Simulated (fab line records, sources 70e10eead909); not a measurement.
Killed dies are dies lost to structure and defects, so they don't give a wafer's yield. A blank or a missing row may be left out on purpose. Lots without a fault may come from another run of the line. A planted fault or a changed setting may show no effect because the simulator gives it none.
A struck lot beside a sound one | flow nand_harc | 14 steps out of a route of 1302
Sound: wafers L428.2, L428.3, L428.5. Struck: wafers L423.2, L423.3, L423.4. The cause comes at the end.
At each step with rows: each side's tool, then ch and its chambers, then its first start. Under that, the readings that differ: sound wafers | struck wafers | difference of the means | sigmas: that difference in standard deviations of wafers without a fault.
alike: readings whose means differ by less than 2 such deviations, and words and numbers that are the same on both sides. not compared: withheld readings, readings that some wafer has no value for, bounds like >300 that may hide the same value, and numbers for which the record gives no deviation and whose values overlap.
The two part at a step that has a row with sigmas, a row that says differs or no value, or rows on one side only. Numbers that don't overlap but have no deviation are shown without sigmas and don't part them. A reading that every wafer of one side lacks parts them only if that side has two wafers or more.

first, 3 steps without rows for these wafers: NHARC_P_GATE_STRIP_35 (strips in SPM, time 600 s); NHARC_P_GATE_PRECLEAN_73 (cleans in SC1); NHARC_P_GATE_SRD_74.
NHARC_P_GATE_ALD_36: deposits SiNx, target thk 20 nm, pulse time 60 s, ald cycles 223.
  sound on ald_sin-04 ch 0,1, day 11 16:47; struck on ald_sin-01 ch 1,2,3, day 9 21:23
  alike: heater_power_w, precursor_pulse_height_rel
NHARC_P_GATE_ETCHBACK_37: etches the open film in CHF3/O2, target depth 34.5 nm, time 17.2 s.
  sound on rie_diel-08 ch 0,2,3; struck on rie_diel-03 ch 0,2,3
  reading                     | sound       | struck      | difference | sigmas
  drypump_motor_current_A (A) | 6.6 6.6 5.7 | 5.1 5.7 4.8 | -1.1       | -2
  alike: o2_flow_sccm, oes_product_au, rf_fwd_power_W, rf_vpp_V, showerhead_plenum_p_Torr, throttle_valve_pct
  not compared: rf_hours_counter_h
NHARC_P_GATE_STRIP_101: strips in O2, time 20 s.
  sound on rie_diel-08 ch 1,3, day 12 02:22; struck on rie_diel-03 ch 1,2,3, day 10 05:59
  alike: drypump_motor_current_A, o2_flow_sccm, oes_product_au, rf_vpp_V, showerhead_plenum_p_Torr, throttle_valve_pct
  not compared: rf_hours_counter_h
then, 6 steps without rows for these wafers: NHARC_P_GATE_PRECLEAN_97 (cleans in SPM, time 600 s); NHARC_P_GATE_SRD_98; NHARC_P_GATE_PRECLEAN_99 (cleans in SC1); NHARC_P_GATE_SRD_100; NHARC_P_GATE_DEHYDRATE_38 (time 120 s); NHARC_P_GATE_HMDS_39 (time 30 s).
NHARC_P_GATE_COAT_40:
  sound on litho_track-03 ch 0, day 12 02:52; struck on litho_track-05, day 10 06:29
  no value came back on the struck wafers for chill_plate_temp_C (C), exhaust_pa (Pa), spin_speed_rpm (rpm); on the sound wafers chill_plate_temp_C (C) reads 23.05 23.00 22.92
then, 1 step without rows for these wafers: NHARC_P_GATE_SOFTBAKE_41 (time 95 s).

WHERE THEY PART
First at NHARC_P_GATE_ETCHBACK_37; last, within this record, at NHARC_P_GATE_COAT_40.

WHY: what the simulator had put in
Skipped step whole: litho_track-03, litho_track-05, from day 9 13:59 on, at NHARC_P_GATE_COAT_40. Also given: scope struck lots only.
